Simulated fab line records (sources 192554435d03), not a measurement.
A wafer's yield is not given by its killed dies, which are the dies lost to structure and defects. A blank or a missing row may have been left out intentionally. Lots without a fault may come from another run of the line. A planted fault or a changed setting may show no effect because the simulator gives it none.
fab line records | flow n5Finfet
record: lots: 5 | wafers: 15 | lastDay: 18
route steps=1938 shown BEOL_M2@866
lots that met no fault: taken from a fault-free run of the same line
startH: start of the lot's first displayed wafer, in hours after the record's first day | waitH: time in hours since the lot's previous step | " the same as in the row above | L1.1+2: several wafers, shown together as one row | - value missing, or start not given | * or withheld: withheld | < > ~ a bound
route shown NAME@n: a module of which the file shows steps, and the number in the route of the first | usual: mean and standard deviation over wafers with no fault | same: alike in all rows | chamber/n: place in a boat | sites: per-site readings | _std_site: their standard deviation | _edge_site: outer sites' mean less inner sites' | radiusMm: for every site, how far away it sits from the centre of the wafer | mask NAME#n: copy n | behind: the last tool/chamber to shape the wafer | hold: the reason the lot was held/the length of the hold in hours/how it ended | device: whichever transistor did not switch (one of n, p or np) | end of line: the tests these same wafers got at the end of their route | for a step that has no rows: nothing shown but its recipe | killed: dies that structure and defects cost at the first sort, which is not the same as the wafer's yield | map: the dies of a wafer, with x for killed, . for not killed, _ for no die there
set.NAME: the setting as run; set.NAME@STEP: as run at that earlier step | model.NAME: the simulator's own value behind a step, which no gauge read
certain route steps with their lots: each step a table, each wafer a row
services: when a tool's chamber went out of use (startH, in hours from the record's first day, below 0 if earlier), for how many hours, and the reason
== steps ==
step: N5_BEOL_M2_CD_MEAS_18
recipe: pitchNm: 36 | targetCdNm: 18
usual: cdNm: 18.02/0.28
lot.wafer | tool     | chamber | startH | waitH | cdNm
L078.1    | cdSem-02 | -       | 159.06 | 0.0   | 17.77
L078.2    | "        | -       | "      | "     | 18.24
L078.5    | "        | -       | "      | "     | 17.75
L080.2    | cdSem-03 | -       | 165.79 | 0.1   | 18.22
L080.4    | "        | -       | "      | "     | 18.09
L080.6    | "        | -       | "      | "     | 18.06
L084.2    | cdSem-01 | -       | 197.74 | 0.1   | 18.01
L084.3    | "        | -       | "      | "     | 18.13
L084.6    | "        | -       | "      | "     | 18.28
L095.1    | cdSem-01 | -       | 257.88 | 0.0   | 18.51
L095.4    | "        | -       | "      | "     | 17.91
L095.5    | "        | -       | "      | "     | 18.00
L097.2    | cdSem-03 | -       | 290.00 | 0.1   | 18.51
L097.3    | "        | -       | "      | "     | 18.07
L097.5    | "        | -       | "      | "     | 18.19
step: N5_BEOL_M2_COAT_67
recipe: resist: SOC | tempC: 250 | timeS: 60 | spinRpm: 1500 | resistThkNm: 60
usual: plateTempC: 250.00/0.17
lot.wafer | tool          | chamber | startH | waitH | plateTempC
L078.1    | lithoTrack-02 | 0       | 159.09 | 0.0   | 250.01
L078.2    | "             | 0       | "      | "     | 249.96
L078.5    | "             | 0       | "      | "     | 250.12
L080.2    | lithoTrack-03 | 0       | 165.83 | 0.0   | 250.05
L080.4    | "             | 0       | "      | "     | 250.06
L080.6    | "             | 0       | "      | "     | 250.08
L084.2    | lithoTrack-03 | 0       | 197.78 | 0.0   | 249.91
L084.3    | "             | 0       | "      | "     | 249.80
L084.6    | "             | 0       | "      | "     | 249.78
L095.1    | lithoTrack-03 | 0       | 257.91 | 0.0   | 249.80
L095.4    | "             | 0       | "      | "     | 250.17
L095.5    | "             | 0       | "      | "     | 250.17
L097.2    | lithoTrack-04 | 0       | 290.03 | 0.0   | 250.34
L097.3    | "             | 0       | "      | "     | 250.20
L097.5    | "             | 0       | "      | "     | 250.17
step: N5_BEOL_M2_COAT_68
recipe: resist: SiARC | tempC: 220 | timeS: 60 | spinRpm: 1500 | resistThkNm: 12
usual: plateTempC: 220.00/0.17
lot.wafer | tool          | chamber | startH | waitH | plateTempC
L078.1    | lithoTrack-02 | 0       | -      | -     | 219.78
L078.2    | "             | 0       | "      | "     | 220.14
L078.5    | "             | 0       | "      | "     | 220.04
L080.2    | lithoTrack-03 | 0       | -      | -     | 219.99
L080.4    | "             | 0       | "      | "     | 219.96
L080.6    | "             | 0       | "      | "     | 220.08
L084.2    | lithoTrack-03 | 0       | -      | -     | 219.68
L084.3    | "             | 0       | "      | "     | 219.56
L084.6    | "             | 0       | "      | "     | 219.77
L095.1    | lithoTrack-03 | 0       | -      | -     | 220.04
L095.4    | "             | 0       | "      | "     | 220.25
L095.5    | "             | 0       | "      | "     | 220.13
L097.2    | lithoTrack-04 | 0       | -      | -     | 220.02
L097.3    | "             | 0       | "      | "     | 220.05
L097.5    | "             | 0       | "      | "     | 220.07
step: N5_BEOL_M2_COAT_76
recipe: resist: underlayer | tempC: 205 | timeS: 60 | spinRpm: 1500 | resistThkNm: 5
usual: plateTempC: 205.01/0.15
lot.wafer | tool          | chamber | startH | waitH | plateTempC
L078.1    | lithoTrack-02 | 0       | -      | -     | 205.11
L078.2    | "             | 0       | "      | "     | 205.12
L078.5    | "             | 0       | "      | "     | 204.96
L080.2    | lithoTrack-03 | 0       | -      | -     | 205.07
L080.4    | "             | 0       | "      | "     | 205.18
L080.6    | "             | 0       | "      | "     | 204.83
L084.2    | lithoTrack-03 | 0       | -      | -     | 204.88
L084.3    | "             | 0       | "      | "     | 205.09
L084.6    | "             | 0       | "      | "     | 205.15
L095.1    | lithoTrack-03 | 0       | -      | -     | 204.82
L095.4    | "             | 0       | "      | "     | 204.90
L095.5    | "             | 0       | "      | "     | 205.04
L097.2    | lithoTrack-04 | 0       | -      | -     | 205.06
L097.3    | "             | 0       | "      | "     | 204.99
L097.5    | "             | 0       | "      | "     | 205.18
step: N5_BEOL_M2_COAT_22
recipe: resist: CAR-EUV | spinRpm: 1500 | resistThkNm: 30
lot.wafer  | tool          | chamber | startH | waitH
L078.1+2+5 | lithoTrack-02 | 0       | -      | -
L080.2+4+6 | lithoTrack-03 | 0       | -      | -
L084.2+3+6 | lithoTrack-03 | 0       | -      | -
L095.1+4+5 | lithoTrack-03 | 0       | -      | -
L097.2+3+5 | lithoTrack-04 | 0       | -      | -
step: N5_BEOL_M2_EBR_24
recipe: solvent: PGMEA | ebrWidthMm: 1.5
lot.wafer  | tool          | chamber | startH | waitH
L078.1+2+5 | lithoTrack-02 | 0       | -      | -
L080.2+4+6 | lithoTrack-03 | 0       | -      | -
L084.2+3+6 | lithoTrack-03 | 0       | -      | -
L095.1+4+5 | lithoTrack-03 | 0       | -      | -
L097.2+3+5 | lithoTrack-04 | 0       | -      | -
step: N5_BEOL_M2_SOFTBAKE_23
recipe: tempC: 110 | timeS: 60 | resist: CAR-EUV
usual: plateTempC: 110.02/0.14
lot.wafer | tool          | chamber | startH | waitH | plateTempC
L078.1    | lithoTrack-02 | 0       | -      | -     | 110.26
L078.2    | "             | 0       | "      | "     | 110.04
L078.5    | "             | 0       | "      | "     | 110.10
L080.2    | lithoTrack-03 | 0       | -      | -     | 109.95
L080.4    | "             | 0       | "      | "     | 110.03
L080.6    | "             | 0       | "      | "     | 109.83
L084.2    | lithoTrack-03 | 0       | -      | -     | 110.11
L084.3    | "             | 0       | "      | "     | 110.14
L084.6    | "             | 0       | "      | "     | 109.94
L095.1    | lithoTrack-03 | 0       | -      | -     | 110.00
L095.4    | "             | 0       | "      | "     | 109.94
L095.5    | "             | 0       | "      | "     | 110.13
L097.2    | lithoTrack-04 | 0       | -      | -     | 109.96
L097.3    | "             | 0       | "      | "     | 110.09
L097.5    | "             | 0       | "      | "     | 109.96
step: N5_BEOL_M2_EXPOSE_25
recipe: maskId: V1 | na: 0.33 | sourceShape: quasar | sigmaInner: 0.2 | sigmaOuter: 0.8 | polarization: unpolarized | defocusNm: 5 | doseMj: 63
same: dipoleOpeningDeg: 30 | sigmaInner: 0.2
lot.wafer  | tool          | chamber | startH | waitH | mask
L078.1+2+5 | euvScanner-02 | 0       | 159.27 | -     | V1#0
L080.2+4+6 | euvScanner-01 | 0       | 165.97 | -     | V1#0
L084.2+3+6 | euvScanner-01 | 0       | 197.93 | -     | V1#0
L095.1+4+5 | euvScanner-01 | 0       | 258.05 | -     | V1#0
L097.2+3+5 | euvScanner-01 | 0       | 290.18 | -     | V1#0
step: N5_BEOL_M2_PEB_26
recipe: pebTempC: 100 | pebTimeS: 60 | resist: CAR-EUV
usual: plateTempC: 100.00/0.13
same: pebTimeS: 60
lot.wafer | tool          | chamber | startH | waitH | plateTempC
L078.1    | lithoTrack-02 | 0       | 159.34 | 0.1   | 100.03
L078.2    | "             | 0       | "      | "     | 100.18
L078.5    | "             | 0       | "      | "     | 99.94
L080.2    | lithoTrack-03 | 0       | 166.04 | 0.1   | 99.98
L080.4    | "             | 0       | "      | "     | 99.73
L080.6    | "             | 0       | "      | "     | 99.91
L084.2    | lithoTrack-03 | 0       | 198.00 | 0.1   | 100.02
L084.3    | "             | 0       | "      | "     | 100.00
L084.6    | "             | 0       | "      | "     | 100.10
L095.1    | lithoTrack-03 | 0       | 258.13 | 0.1   | 100.07
L095.4    | "             | 0       | "      | "     | 100.11
L095.5    | "             | 0       | "      | "     | 100.16
L097.2    | lithoTrack-02 | 0       | 290.25 | 0.1   | 99.92
L097.3    | "             | 0       | "      | "     | 100.13
L097.5    | "             | 0       | "      | "     | 100.02
step: N5_BEOL_M2_DEVELOP_27
recipe: developTimeS: 30 | developer: TMAH | resist: CAR-EUV | rinseLiquid: surfactantRinse | dry: airSpin | devTempC: 23
lot.wafer  | tool          | chamber | startH | waitH
L078.1+2+5 | lithoTrack-02 | 0       | -      | -
L080.2+4+6 | lithoTrack-03 | 0       | -      | -
L084.2+3+6 | lithoTrack-03 | 0       | -      | -
L095.1+4+5 | lithoTrack-03 | 0       | -      | -
L097.2+3+5 | lithoTrack-02 | 0       | -      | -
step: N5_BEOL_M2_CD_MEAS_28
recipe: targetCdNm: 26.2 | landingEnergyEv: 500 | detector: seInlens | targetCdYNm: 24.1 | polarity: opening
usual: cdNm: 26.18/0.23
lot.wafer | tool     | chamber | startH | waitH | cdNm
L078.1    | cdSem-01 | 0       | 159.41 | -     | 26.11
L078.2    | "        | 0       | "      | "     | 25.85
L078.5    | "        | 0       | "      | "     | 26.14
L080.2    | cdSem-03 | 0       | 166.11 | -     | 26.23
L080.4    | "        | 0       | "      | "     | 26.44
L080.6    | "        | 0       | "      | "     | 26.38
L084.2    | cdSem-02 | 0       | 198.06 | -     | 26.28
L084.3    | "        | 0       | "      | "     | 26.23
L084.6    | "        | 0       | "      | "     | 26.39
L095.1    | cdSem-03 | 0       | 258.19 | -     | 26.27
L095.4    | "        | 0       | "      | "     | 26.38
L095.5    | "        | 0       | "      | "     | 26.38
L097.2    | cdSem-02 | 0       | 290.32 | -     | 25.91
L097.3    | "        | 0       | "      | "     | 26.23
L097.5    | "        | 0       | "      | "     | 26.14
step: N5_BEOL_M2_OVL_MEAS_29
recipe: pointsPerWafer: 522
usual: V1_OVL: -0.2/0.68
lot.wafer | tool       | chamber | startH | waitH | V1_OVL[nm]
L078.1    | overlay-02 | 0       | 159.44 | 0.0   | 0.4
L078.2    | "          | 0       | "      | "     | 0.5
L078.5    | "          | 0       | "      | "     | -0.3
L080.2    | overlay-02 | 0       | 166.15 | 0.0   | 0.5
L080.4    | "          | 0       | "      | "     | 0.7
L080.6    | "          | 0       | "      | "     | 1.3
L084.2    | overlay-02 | 0       | 198.10 | 0.0   | 0.1
L084.3    | "          | 0       | "      | "     | -1.0
L084.6    | "          | 0       | "      | "     | 0.4
L095.1    | overlay-02 | 0       | 258.22 | 0.0   | -0.2
L095.4    | "          | 0       | "      | "     | 0.3
L095.5    | "          | 0       | "      | "     | -0.3
L097.2    | overlay-01 | 0       | 290.35 | 0.0   | 0.6
L097.3    | "          | 0       | "      | "     | 0.7
L097.5    | "          | 0       | "      | "     | 0.5
step: N5_BEOL_M2_INSPECT_30
recipe: mode: adi | inspectInstrument: brightfield
usual: rawDefectCount: 398/96
lot.wafer | tool             | chamber | startH | waitH | rawDefectCount
L078.1    | defectInspect-02 | -       | 159.50 | 0.1   | 404
L078.2    | "                | -       | "      | "     | 469
L078.5    | "                | -       | "      | "     | 462
L080.2    | defectInspect-01 | -       | 166.20 | 0.0   | 500
L080.4    | "                | -       | "      | "     | 372
L080.6    | "                | -       | "      | "     | 332
L084.2    | defectInspect-01 | -       | 198.15 | 0.0   | 419
L084.3    | "                | -       | "      | "     | 717
L084.6    | "                | -       | "      | "     | 420
L095.1    | defectInspect-01 | -       | 258.28 | 0.1   | 229
L095.4    | "                | -       | "      | "     | 333
L095.5    | "                | -       | "      | "     | 335
L097.2    | defectInspect-02 | -       | 290.40 | 0.0   | 264
L097.3    | "                | -       | "      | "     | 294
L097.5    | "                | -       | "      | "     | 261
step: N5_BEOL_M2_DESCUM_33
recipe: chemistry: O2 | timeS: 7 | sourcePowerW: 50 | biasPowerW: 20 | pressureMtorr: 20 | rfFrequencyHz: 2.712e+07 | tempC: 40 | resist: CAR-EUV | o2FlowSccm: 225
usual: drypumpMotorCurrentA: 5.8/0.32 | oesProductAu: 0.80/0.075 | rfFwdPowerW: 49.33/0.23 | rfVppV: 243.1/1.4 | showerheadPlenumPTorr: 2.09/0.074 | throttleValvePct: 20.42/0.24
lot.wafer | tool       | chamber | startH | waitH | drypumpMotorCurrentA | oesProductAu | rfFwdPowerW | rfHoursCounterH | rfVppV | showerheadPlenumPTorr | throttleValvePct
L078.1    | rieDiel-04 | 3       | 159.66 | 0.2   | 5.6                  | 0.86         | 49.65       | 31              | 245.9  | 2.22                  | 20.49
L078.2    | "          | 0       | "      | "     | 5.5                  | 0.87         | 49.11       | 65              | 239.7  | 2.04                  | 20.12
L078.5    | "          | 0       | "      | "     | 5.5                  | 0.87         | 49.34       | -               | 241.8  | 2.04                  | 20.09
L080.2    | rieDiel-03 | 2       | 166.23 | 0.0   | 5.4                  | 0.76         | 49.25       | 143             | 244.2  | 2.19                  | 20.83
L080.4    | "          | 1       | "      | "     | 6.3                  | 0.98         | 49.35       | -               | 243.5  | 2.05                  | 19.98
L080.6    | "          | 3       | "      | "     | 6.0                  | 0.76         | 49.30       | -               | 241.6  | 2.00                  | 20.61
L084.2    | rieDiel-04 | 1       | 198.19 | 0.0   | 6.2                  | 0.84         | 48.94       | 44              | 243.8  | 2.21                  | 20.30
L084.3    | "          | 0       | "      | "     | 5.5                  | 0.84         | 49.08       | 81              | 243.3  | 2.04                  | 20.12
L084.6    | "          | 0       | "      | "     | 5.5                  | 0.85         | 49.17       | -               | 241.6  | 2.04                  | 20.12
L095.1    | rieDiel-01 | 1       | 258.32 | 0.0   | 6.0                  | 0.99         | 49.28       | 0               | 243.6  | 2.06                  | 20.14
L095.4    | "          | 2       | "      | "     | 6.2                  | 0.69         | 49.47       | 238             | 241.7  | 2.07                  | 20.42
L095.5    | "          | 2       | "      | "     | 6.2                  | 0.68         | 49.54       | -               | 241.6  | 2.07                  | 20.44
L097.2    | rieDiel-01 | 3       | 290.57 | 0.2   | 5.7                  | 0.74         | 49.48       | 164             | 241.7  | 2.00                  | 20.70
L097.3    | "          | 0       | "      | "     | 6.1                  | 0.78         | 49.44       | 141             | 241.0  | 2.01                  | 20.22
L097.5    | "          | 3       | "      | "     | 5.7                  | 0.73         | 49.28       | -               | 242.4  | 2.00                  | 20.69
step: N5_BEOL_M2_ETCH_77
recipe: chemistry: N2/H2 | target: underlayer | targetDepthA: 65 | maskMaterial: CAR-EUV | timeS: 5.2 | ionEnergyEv: 200 | pressureMtorr: 30 | sourceW: 840 | biasW: 150 | n2FlowSccm: 200 | h2FlowSccm: 200 | ends: cleared
usual: drypumpMotorCurrentA: 5.8/0.32 | etchRfOnTimeS: 5.19/0.1 | n2FlowSccm: 200.0/0.61 | oesProductAu: 0.68/0.064 | rfFwdPowerW: 819.7/2.9 | rfVppV: 523.6/2.7 | showerheadPlenumPTorr: 2.53/0.093 | throttleValvePct: 17.85/0.24
lot.wafer | tool       | chamber | startH | waitH | drypumpMotorCurrentA | etchRfOnTimeS | n2FlowSccm | oesProductAu | rfFwdPowerW | rfHoursCounterH | rfVppV | showerheadPlenumPTorr | throttleValvePct
L078.1    | rieDiel-04 | 3       | 159.69 | 0.0   | 5.7                  | 5.12          | 199.9      | 0.74         | 818.8       | 31              | 527.1  | 2.69                  | 17.79
L078.2    | "          | 0       | "      | "     | 5.5                  | 4.98          | 199.6      | 0.74         | 817.8       | 65              | 521.4  | 2.47                  | 17.50
L078.5    | "          | 0       | "      | "     | 5.5                  | 5.02          | 199.4      | 0.74         | 819.5       | -               | 521.2  | 2.47                  | 17.47
L080.2    | rieDiel-03 | 2       | 166.27 | 0.0   | 5.5                  | 5.19          | 199.9      | 0.65         | 818.0       | 143             | 527.6  | 2.66                  | 18.13
L080.4    | "          | 1       | "      | "     | 6.3                  | 5.09          | 199.4      | 0.83         | 818.8       | -               | 522.3  | 2.50                  | 17.45
L080.6    | "          | 3       | "      | "     | 5.9                  | 5.17          | 200.0      | 0.65         | 823.9       | -               | 520.4  | 2.44                  | 18.16
L084.2    | rieDiel-04 | 1       | 198.22 | 0.0   | 6.2                  | 5.28          | 200.2      | 0.72         | 817.0       | 44              | 529.3  | 2.70                  | 17.89
L084.3    | "          | 0       | "      | "     | 5.5                  | 5.16          | 199.9      | 0.72         | 819.6       | 81              | 521.5  | 2.47                  | 17.51
L084.6    | "          | 0       | "      | "     | 5.5                  | 5.10          | 199.6      | 0.72         | 816.6       | -               | 522.6  | 2.46                  | 17.49
L095.1    | rieDiel-01 | 1       | 258.35 | 0.0   | 5.9                  | 5.06          | 199.8      | 0.86         | 820.4       | 0               | 525.0  | 2.51                  | 17.49
L095.4    | "          | 2       | "      | "     | 6.2                  | 5.35          | 200.3      | 0.58         | 816.2       | 238             | 523.7  | 2.50                  | 17.86
L095.5    | "          | 2       | "      | "     | 6.2                  | 5.37          | 200.2      | 0.57         | 813.5       | -               | 522.5  | 2.50                  | 17.88
L097.2    | rieDiel-01 | 3       | 290.60 | 0.0   | 5.7                  | 5.04          | 200.0      | 0.63         | 821.3       | 164             | 520.2  | 2.43                  | 18.11
L097.3    | "          | 0       | "      | "     | 6.1                  | 5.26          | 200.7      | 0.66         | 822.1       | 141             | 519.5  | 2.44                  | 17.65
L097.5    | "          | 3       | "      | "     | 5.7                  | 5.05          | 199.8      | 0.63         | 819.6       | -               | 520.6  | 2.43                  | 18.11
step: N5_BEOL_M2_ETCH_69
recipe: chemistry: CF4 | target: SiARC | targetDepthA: 156 | maskMaterial: CAR-EUV | timeS: 26 | ionEnergyEv: 80 | pressureMtorr: 40 | sourceW: 545 | biasW: 36 | Ar_flow_sccm: 100 | cf4FlowSccm: 100 | ends: cleared
usual: drypumpMotorCurrentA: 5.8/0.32 | etchRfOnTimeS: 25.9/0.51 | oesProductAu: 0.68/0.063 | rfFwdPowerW: 532.3/1.8 | rfVppV: 184.0/1.3 | showerheadPlenumPTorr: 2.14/0.076 | throttleValvePct: 15.60/0.26
lot.wafer | tool       | chamber | startH | waitH | drypumpMotorCurrentA | etchRfOnTimeS | oesProductAu | rfFwdPowerW | rfHoursCounterH | rfVppV | showerheadPlenumPTorr | throttleValvePct
L078.1    | rieDiel-04 | 3       | 159.71 | 0.0   | 5.7                  | 26.5          | 0.73         | 535.3       | 31              | 185.0  | 2.27                  | 15.65
L078.2    | "          | 0       | "      | "     | 5.5                  | 25.2          | 0.74         | 531.1       | 65              | 184.8  | 2.09                  | 15.26
L078.5    | "          | 0       | "      | "     | 5.5                  | 25.5          | 0.73         | 531.7       | -               | 184.3  | 2.09                  | 15.26
L080.2    | rieDiel-03 | 2       | 166.28 | 0.0   | 5.5                  | 25.8          | 0.65         | 534.2       | 143             | 185.7  | 2.23                  | 15.95
L080.4    | "          | 1       | "      | "     | 6.3                  | 25.4          | 0.82         | 530.5       | -               | 183.9  | 2.11                  | 15.17
L080.6    | "          | 3       | "      | "     | 5.9                  | 25.8          | 0.65         | 532.6       | -               | 183.6  | 2.06                  | 15.85
L084.2    | rieDiel-04 | 1       | 198.24 | 0.0   | 6.2                  | 26.2          | 0.73         | 532.0       | 44              | 185.1  | 2.27                  | 15.52
L084.3    | "          | 0       | "      | "     | 5.5                  | 25.6          | 0.72         | 531.5       | 81              | 183.3  | 2.08                  | 15.31
L084.6    | "          | 0       | "      | "     | 5.5                  | 25.5          | 0.72         | 532.1       | -               | 182.7  | 2.08                  | 15.30
L095.1    | rieDiel-01 | 1       | 258.37 | 0.0   | 5.9                  | 25.7          | 0.85         | 532.6       | 0               | 183.9  | 2.10                  | 15.26
L095.4    | "          | 2       | "      | "     | 6.2                  | 26.8          | 0.58         | 533.6       | 238             | 182.9  | 2.11                  | 15.61
L095.5    | "          | 2       | "      | "     | 6.2                  | 27.1          | 0.57         | 530.3       | -               | 182.9  | 2.11                  | 15.62
L097.2    | rieDiel-01 | 3       | 290.62 | 0.0   | 5.7                  | 25.3          | 0.64         | 532.3       | 164             | 183.2  | 2.06                  | 15.87
L097.3    | "          | 0       | "      | "     | 6.1                  | 26.1          | 0.67         | 533.4       | 141             | 183.9  | 2.05                  | 15.35
L097.5    | "          | 3       | "      | "     | 5.8                  | 25.3          | 0.63         | 531.9       | -               | 182.9  | 2.06                  | 15.86
step: N5_BEOL_M2_ALD_98
recipe: material: SiO2 | targetThkA: 25 | tempC: 100 | aldPrecursorFamily: BDEAS | aldCoReactant: O2-plasma | pulseTimeS: 1 | coReactantPulseTimeS: 1 | purgeTimeS: 2 | coReactantPurgeTimeS: 2 | aldCycles: 17 | pressureTorr: 2
usual: heaterPowerW: 79/9.9 | precursorPulseHeightRel: 1.002/0.022
lot.wafer | tool      | chamber | startH | waitH | heaterPowerW | precursorPulseHeightRel
L078.1    | aldSin-02 | 0       | 159.82 | 0.1   | 81           | 0.999
L078.2    | "         | 2       | "      | "     | 68           | 1.027
L078.5    | "         | 3       | "      | "     | 91           | 0.994
L080.2    | aldSin-04 | 3       | 166.37 | 0.1   | 89           | 1.003
L080.4    | "         | 3       | "      | "     | 90           | 1.028
L080.6    | "         | 0       | "      | "     | 73           | 0.999
L084.2    | aldSin-04 | 0       | 198.55 | 0.3   | 76           | 0.992
L084.3    | "         | 2       | "      | "     | 93           | 0.981
L084.6    | "         | 0       | "      | "     | 75           | 0.997
L095.1    | aldSin-02 | 1       | 258.45 | 0.1   | 66           | 0.965
L095.4    | "         | 3       | "      | "     | 90           | 0.977
L095.5    | "         | 2       | "      | "     | 70           | 0.985
L097.2    | aldSin-04 | 3       | 290.70 | 0.1   | 89           | 0.978
L097.3    | "         | 1       | "      | "     | 67           | 1.016
L097.5    | "         | 2       | "      | "     | 88           | 0.988
step: N5_BEOL_M2_ETCHBACK_99
recipe: chemistry: CHF3 | target: SiO2 | targetDepthA: 50 | timeS: 10.4 | sourceW: 215 | biasW: 47 | Ar_flow_sccm: 200 | CHF3_flow_sccm: 12 | ionEnergyEv: 100 | pressureMtorr: 30
usual: drypumpMotorCurrentA: 5.8/0.35 | oesProductAu: 0.79/0.078 | rfFwdPowerW: 212.4/0.88 | rfVppV: 240.7/2.6 | showerheadPlenumPTorr: 2.13/0.074 | throttleValvePct: 17.06/0.27
lot.wafer | tool       | chamber | startH | waitH | drypumpMotorCurrentA | oesProductAu | rfFwdPowerW | rfHoursCounterH | rfVppV | showerheadPlenumPTorr | throttleValvePct
L078.1    | rieDiel-01 | 3       | 167.66 | 7.8   | 5.7                  | 0.79         | 212.4       | 115             | 239.6  | 2.07                  | 17.19
L078.2    | "          | 0       | "      | "     | 6.1                  | 0.83         | 211.8       | 93              | 242.7  | 2.07                  | 16.67
L078.5    | "          | 0       | "      | "     | 6.0                  | 0.82         | 212.2       | -               | 241.9  | 2.07                  | 16.67
L080.2    | rieDiel-03 | 1       | 173.48 | 7.1   | 6.4                  | 0.97         | 213.4       | 6               | 238.8  | 2.11                  | 16.64
L080.4    | "          | 1       | "      | "     | 6.4                  | 0.96         | 212.9       | -               | 238.5  | 2.11                  | 16.63
L080.6    | "          | 3       | "      | "     | 5.9                  | 0.76         | 212.5       | -               | 237.9  | 2.06                  | 17.27
L084.2    | rieDiel-01 | 3       | 220.56 | 22.0  | 5.8                  | 0.77         | 212.4       | 134             | 238.8  | 2.07                  | 17.22
L084.3    | "          | 0       | "      | "     | 6.1                  | 0.80         | 212.2       | 112             | 243.7  | 2.06                  | 16.71
L084.6    | "          | 1       | "      | "     | 5.9                  | 0.67         | 212.1       | -               | 241.1  | 2.11                  | 17.17
L095.1    | rieDiel-01 | 2       | 266.56 | 8.1   | 6.2                  | 0.67         | 213.4       | 242             | 241.6  | 2.12                  | 17.10
L095.4    | "          | 3       | "      | "     | 5.7                  | 0.74         | 212.7       | 155             | 238.8  | 2.06                  | 17.27
L095.5    | "          | 1       | "      | "     | 6.0                  | 0.96         | 212.5       | -               | 239.5  | 2.11                  | 16.71
L097.2    | rieDiel-01 | 1       | 296.84 | 6.1   | 6.0                  | 0.92         | 213.2       | 14              | 240.1  | 2.10                  | 16.72
L097.3    | "          | 3       | "      | "     | 5.8                  | 0.74         | 211.4       | 167             | 239.9  | 2.05                  | 17.29
L097.5    | "          | 3       | "      | "     | 5.7                  | 0.73         | 211.5       | -               | 238.4  | 2.05                  | 17.30
step: N5_BEOL_M2_ETCH_70
recipe: chemistry: N2/H2 | target: SOC | targetDepthA: 800 | overetchA: 240 | maskMaterial: SiARC | tempC: 40 | timeS: 130 | ionEnergyEv: 200 | pressureMtorr: 30 | sourceW: 840 | biasW: 150 | n2FlowSccm: 200 | h2FlowSccm: 200
usual: drypumpMotorCurrentA: 5.8/0.34 | n2FlowSccm: 200.0/0.61 | oesProductAu: 0.58/0.054 | rfFwdPowerW: 835.4/2.7 | rfVppV: 523.2/2.5 | showerheadPlenumPTorr: 2.52/0.083 | throttleValvePct: 17.82/0.25
lot.wafer | tool       | chamber | startH | waitH | drypumpMotorCurrentA | n2FlowSccm | oesProductAu | rfFwdPowerW | rfHoursCounterH | rfVppV | showerheadPlenumPTorr | throttleValvePct
L078.1    | rieDiel-01 | 3       | 167.69 | 0.0   | 5.7                  | 200.4      | 0.57         | 831.9       | 115             | 522.6  | 2.45                  | 17.98
L078.2    | "          | 0       | "      | "     | 6.1                  | 199.4      | 0.61         | 835.6       | 93              | 523.0  | 2.46                  | 17.54
L078.5    | "          | 0       | "      | "     | 6.1                  | 200.4      | 0.61         | 832.0       | -               | 523.3  | 2.46                  | 17.55
L080.2    | rieDiel-03 | 1       | 173.52 | 0.0   | 6.3                  | 198.7      | 0.70         | 836.1       | 6               | 522.3  | 2.50                  | 17.40
L080.4    | "          | 1       | "      | "     | 6.3                  | 199.9      | 0.70         | 832.8       | -               | 522.3  | 2.50                  | 17.40
L080.6    | "          | 3       | "      | "     | 5.9                  | 200.4      | 0.56         | 838.0       | -               | 521.9  | 2.44                  | 18.10
L084.2    | rieDiel-01 | 3       | 220.59 | 0.0   | 5.8                  | 199.5      | 0.55         | 838.6       | 134             | 521.5  | 2.45                  | 18.03
L084.3    | "          | 0       | "      | "     | 6.1                  | 200.2      | 0.59         | 837.7       | 112             | 520.8  | 2.45                  | 17.56
L084.6    | "          | 1       | "      | "     | 6.0                  | 200.7      | 0.50         | 836.9       | -               | 523.2  | 2.51                  | 17.88
L095.1    | rieDiel-01 | 2       | 266.59 | 0.0   | 6.2                  | 201.0      | 0.51         | 835.2       | 242             | 523.5  | 2.50                  | 17.84
L095.4    | "          | 3       | "      | "     | 5.8                  | 201.4      | 0.55         | 834.1       | 155             | 519.4  | 2.44                  | 18.04
L095.5    | "          | 1       | "      | "     | 6.0                  | 200.2      | 0.69         | 834.4       | -               | 523.2  | 2.51                  | 17.45
L097.2    | rieDiel-01 | 1       | 296.88 | 0.0   | 6.0                  | 200.4      | 0.67         | 837.0       | 14              | 523.5  | 2.50                  | 17.46
L097.3    | "          | 3       | "      | "     | 5.7                  | 199.9      | 0.54         | 830.3       | 167             | 521.7  | 2.43                  | 18.08
L097.5    | "          | 3       | "      | "     | 5.7                  | 200.3      | 0.54         | 831.7       | -               | 520.4  | 2.43                  | 18.08
step: N5_BEOL_M2_STRIP_71
recipe: chemistry: N2/H2 | tempC: 40 | n2FlowSccm: 200 | h2FlowSccm: 200 | rfFrequencyHz: 6e+07
lot.wafer  | tool       | chamber | startH | waitH
L078.1+2+5 | rieDiel-01 | 3,0,0   | 167.78 | 0.0
L080.2+4+6 | rieDiel-03 | 1,1,3   | 173.61 | 0.0
L084.2+3+6 | rieDiel-01 | 3,0,1   | 220.68 | 0.0
L095.1+4+5 | rieDiel-01 | 2,3,1   | 266.68 | 0.0
L097.2+3+5 | rieDiel-01 | 1,3,3   | 296.96 | 0.0
== services ==
tool          | chamber | startH | hours | kind
euvScanner-02 | -       | 148.22 | 1.0   | pm
euvScanner-01 | -       | 153.07 | 1.0   | pm
rieDiel-04    | 1       | 154.12 | 31.9  | repair
euvScanner-01 | -       | 157.39 | 1.9   | repair
aldSin-04     | -       | 164.71 | 0.3   | repair
aldSin-02     | -       | 176.79 | 14.0  | pm
euvScanner-02 | -       | 181.00 | 4.6   | pm
rieDiel-01    | 1       | 203.47 | 7.2   | repair
euvScanner-02 | -       | 204.37 | 1.0   | pm
aldSin-02     | 3       | 205.50 | 4.2   | repair
rieDiel-04    | 1       | 209.09 | 6.8   | repair
rieDiel-03    | 2       | 212.85 | 15.3  | repair
rieDiel-04    | -       | 240.08 | 14.6  | pm
rieDiel-01    | 1       | 244.09 | -     | clean
rieDiel-01    | 1       | 244.09 | -     | consumableReplace:focusRing
rieDiel-01    | 1       | 244.09 | 13.9  | scheduledDown
euvScanner-02 | -       | 260.52 | 1.0   | pm
euvScanner-01 | -       | 265.37 | 1.0   | pm
aldSin-04     | -       | 268.51 | 14.0  | pm
euvScanner-01 | -       | 269.98 | 4.6   | pm
euvScanner-02 | -       | 272.27 | 0.2   | repair
euvScanner-01 | -       | 287.15 | 0.4   | repair
aldSin-04     | 0       | 287.77 | 3.8   | repair
euvScanner-01 | -       | 291.21 | 1.4   | repair
== key ==
fault none
